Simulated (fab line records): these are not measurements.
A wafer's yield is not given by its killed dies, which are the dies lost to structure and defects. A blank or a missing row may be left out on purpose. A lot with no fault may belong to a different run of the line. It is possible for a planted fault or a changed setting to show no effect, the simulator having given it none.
Chamber matching || flow n5Finfet || 4 sister chambers for N5_BEOL_M0_SAQP_ETCH_101 on rieDiel-02
The step etches SiNx in CH3F/O2, target depth 29.9 nm, time 42.7 s. 30 wafers are shown with their chamber, then 12 later ones without.

WAFERS WITH THEIR CHAMBER
{"wafer": "L077.1", "chamber": 1, "drypumpMotorCurrentA (A)": 5.9, "oes_f_703_au (a.u.)": 0.88, "oesProductAu (a.u.)": 0.86}
{"wafer": "L077.3", "chamber": 2, "drypumpMotorCurrentA (A)": 5.8, "oes_f_703_au (a.u.)": 0.66, "oesProductAu (a.u.)": 0.68}
{"wafer": "L077.5", "chamber": 0, "drypumpMotorCurrentA (A)": 6.0, "oes_f_703_au (a.u.)": 0.77, "oesProductAu (a.u.)": 0.77}
{"wafer": "L078.2", "chamber": 0, "drypumpMotorCurrentA (A)": 5.9, "oes_f_703_au (a.u.)": 0.76, "oesProductAu (a.u.)": 0.76}
{"wafer": "L078.4", "chamber": 1, "drypumpMotorCurrentA (A)": 5.9, "oes_f_703_au (a.u.)": 0.87, "oesProductAu (a.u.)": 0.86}
{"wafer": "L078.5", "chamber": 1, "drypumpMotorCurrentA (A)": 5.9, "oes_f_703_au (a.u.)": 0.87, "oesProductAu (a.u.)": 0.86}
{"wafer": "L080.1", "chamber": 0, "drypumpMotorCurrentA (A)": 6.0, "oes_f_703_au (a.u.)": 0.76, "oesProductAu (a.u.)": 0.75}
{"wafer": "L080.2", "chamber": 1, "drypumpMotorCurrentA (A)": 5.9, "oes_f_703_au (a.u.)": 0.87, "oesProductAu (a.u.)": 0.85}
{"wafer": "L080.6", "chamber": 0, "drypumpMotorCurrentA (A)": 6.0, "oes_f_703_au (a.u.)": 0.77, "oesProductAu (a.u.)": 0.76}
{"wafer": "L082.2", "chamber": 0, "drypumpMotorCurrentA (A)": 6.0, "oes_f_703_au (a.u.)": 0.76, "oesProductAu (a.u.)": 0.75}
{"wafer": "L082.4", "chamber": 2, "drypumpMotorCurrentA (A)": 5.8, "oes_f_703_au (a.u.)": 0.65, "oesProductAu (a.u.)": 0.67}
{"wafer": "L082.6", "chamber": 1, "drypumpMotorCurrentA (A)": 5.9, "oes_f_703_au (a.u.)": 0.87, "oesProductAu (a.u.)": 0.84}
{"wafer": "L084.1", "chamber": 3, "drypumpMotorCurrentA (A)": 5.1, "oes_f_703_au (a.u.)": 0.78, "oesProductAu (a.u.)": 0.78}
{"wafer": "L084.3", "chamber": 1, "drypumpMotorCurrentA (A)": 5.9, "oes_f_703_au (a.u.)": 0.86, "oesProductAu (a.u.)": 0.84}
{"wafer": "L084.4", "chamber": 2, "drypumpMotorCurrentA (A)": 5.7, "oes_f_703_au (a.u.)": 0.65, "oesProductAu (a.u.)": 0.66}
{"wafer": "L085.3", "chamber": 2, "drypumpMotorCurrentA (A)": 5.8, "oes_f_703_au (a.u.)": 0.65, "oesProductAu (a.u.)": 0.67}
{"wafer": "L085.5", "chamber": 3, "drypumpMotorCurrentA (A)": 5.0, "oes_f_703_au (a.u.)": 0.78, "oesProductAu (a.u.)": 0.77}
{"wafer": "L085.6", "chamber": 0, "drypumpMotorCurrentA (A)": 6.0, "oes_f_703_au (a.u.)": 0.76, "oesProductAu (a.u.)": 0.75}
{"wafer": "L086.1", "chamber": 2, "drypumpMotorCurrentA (A)": 5.8, "oes_f_703_au (a.u.)": 0.64, "oesProductAu (a.u.)": 0.67}
{"wafer": "L086.2", "chamber": 1, "drypumpMotorCurrentA (A)": 5.9, "oes_f_703_au (a.u.)": 0.85, "oesProductAu (a.u.)": 0.84}
{"wafer": "L086.5", "chamber": 2, "drypumpMotorCurrentA (A)": 5.7, "oes_f_703_au (a.u.)": 0.65, "oesProductAu (a.u.)": 0.66}
{"wafer": "L088.2", "chamber": 2, "drypumpMotorCurrentA (A)": 5.7, "oes_f_703_au (a.u.)": 0.64, "oesProductAu (a.u.)": 0.66}
{"wafer": "L088.3", "chamber": 3, "drypumpMotorCurrentA (A)": 5.1, "oes_f_703_au (a.u.)": 0.77, "oesProductAu (a.u.)": 0.78}
{"wafer": "L088.5", "chamber": 0, "drypumpMotorCurrentA (A)": 6.0, "oes_f_703_au (a.u.)": 0.75, "oesProductAu (a.u.)": 0.75}
{"wafer": "L091.2", "chamber": 0, "drypumpMotorCurrentA (A)": 6.0, "oes_f_703_au (a.u.)": 0.75, "oesProductAu (a.u.)": 0.74}
{"wafer": "L091.4", "chamber": 2, "drypumpMotorCurrentA (A)": 5.7, "oes_f_703_au (a.u.)": 0.64, "oesProductAu (a.u.)": 0.67}
{"wafer": "L091.6", "chamber": 1, "drypumpMotorCurrentA (A)": 5.9, "oes_f_703_au (a.u.)": 0.85, "oesProductAu (a.u.)": 0.84}
{"wafer": "L092.2", "chamber": 1, "drypumpMotorCurrentA (A)": 5.9, "oes_f_703_au (a.u.)": 0.85, "oesProductAu (a.u.)": 0.83}
{"wafer": "L092.5", "chamber": 2, "drypumpMotorCurrentA (A)": 5.8, "oes_f_703_au (a.u.)": 0.64, "oesProductAu (a.u.)": 0.66}
{"wafer": "L092.6", "chamber": 3, "drypumpMotorCurrentA (A)": 5.1, "oes_f_703_au (a.u.)": 0.76, "oesProductAu (a.u.)": 0.77}

SIGNATURES (averages over the wafers above)
{"reading": "drypumpMotorCurrentA", "chamber 0": 5.987, "chamber 1": 5.900, "chamber 2": 5.756, "chamber 3": 5.075, "scatter within a chamber": 0.0385}
{"reading": "oes_f_703_au", "chamber 0": 0.7600, "chamber 1": 0.8633, "chamber 2": 0.6467, "chamber 3": 0.7725, "scatter within a chamber": 0.00893}
{"reading": "oesProductAu", "chamber 0": 0.7538, "chamber 1": 0.8467, "chamber 2": 0.6667, "chamber 3": 0.7750, "scatter within a chamber": 0.00896}
Rule: for a wafer and a chamber, the distance is found by dividing, reading by reading, the gap between the wafer's reading and the chamber's mean by the reading's scatter, squaring, summing and taking the root. The wafer belongs to the nearest chamber; if the next one is less than 2 further off, it can't be placed. The scatter: take each reading less its chamber's mean, square it, sum over the shown wafers, divide by the number of wafers less the number of chambers, and take the root.

WAFERS WHOSE CHAMBER IS MISSING
{"wafer": "L093.3", "drypumpMotorCurrentA (A)": 5.0, "oes_f_703_au (a.u.)": 0.77, "oesProductAu (a.u.)": 0.77}
{"wafer": "L093.4", "drypumpMotorCurrentA (A)": 5.8, "oes_f_703_au (a.u.)": 0.65, "oesProductAu (a.u.)": 0.66}
{"wafer": "L093.5", "drypumpMotorCurrentA (A)": 5.9, "oes_f_703_au (a.u.)": 0.85, "oesProductAu (a.u.)": 0.83}
{"wafer": "L094.4", "drypumpMotorCurrentA (A)": 5.0, "oes_f_703_au (a.u.)": 0.75, "oesProductAu (a.u.)": 0.76}
{"wafer": "L094.5", "drypumpMotorCurrentA (A)": 5.7, "oes_f_703_au (a.u.)": 0.65, "oesProductAu (a.u.)": 0.65}
{"wafer": "L094.6", "drypumpMotorCurrentA (A)": 5.1, "oes_f_703_au (a.u.)": 0.76, "oesProductAu (a.u.)": 0.76}
{"wafer": "L097.1", "drypumpMotorCurrentA (A)": 6.0, "oes_f_703_au (a.u.)": 0.74, "oesProductAu (a.u.)": 0.74}
{"wafer": "L097.4", "drypumpMotorCurrentA (A)": 6.0, "oes_f_703_au (a.u.)": 0.75, "oesProductAu (a.u.)": 0.74}
{"wafer": "L097.5", "drypumpMotorCurrentA (A)": 5.8, "oes_f_703_au (a.u.)": 0.64, "oesProductAu (a.u.)": 0.66}
{"wafer": "L096.1", "drypumpMotorCurrentA (A)": 5.9, "oes_f_703_au (a.u.)": 0.84, "oesProductAu (a.u.)": 0.82}
{"wafer": "L096.2", "drypumpMotorCurrentA (A)": 6.0, "oes_f_703_au (a.u.)": 0.74, "oesProductAu (a.u.)": 0.73}
{"wafer": "L096.3", "drypumpMotorCurrentA (A)": 6.0, "oes_f_703_au (a.u.)": 0.74, "oesProductAu (a.u.)": 0.74}

WHICH CHAMBER EACH WENT THROUGH
{"wafer": "L093.3", "from the rows above": 3, "in truth": 3}
{"wafer": "L093.4", "from the rows above": 2, "in truth": 2}
{"wafer": "L093.5", "from the rows above": 1, "in truth": 1}
{"wafer": "L094.4", "from the rows above": 3, "in truth": 3}
{"wafer": "L094.5", "from the rows above": 2, "in truth": 2}
{"wafer": "L094.6", "from the rows above": 3, "in truth": 3}
{"wafer": "L097.1", "from the rows above": 0, "in truth": 0}
{"wafer": "L097.4", "from the rows above": 0, "in truth": 0}
{"wafer": "L097.5", "from the rows above": 2, "in truth": 2}
{"wafer": "L096.1", "from the rows above": 1, "in truth": 1}
{"wafer": "L096.2", "from the rows above": 0, "in truth": 0}
{"wafer": "L096.3", "from the rows above": 0, "in truth": 0}
12 of 12 placed correctly. Can't be placed from these rows: 0. Wrongly placed: 0.
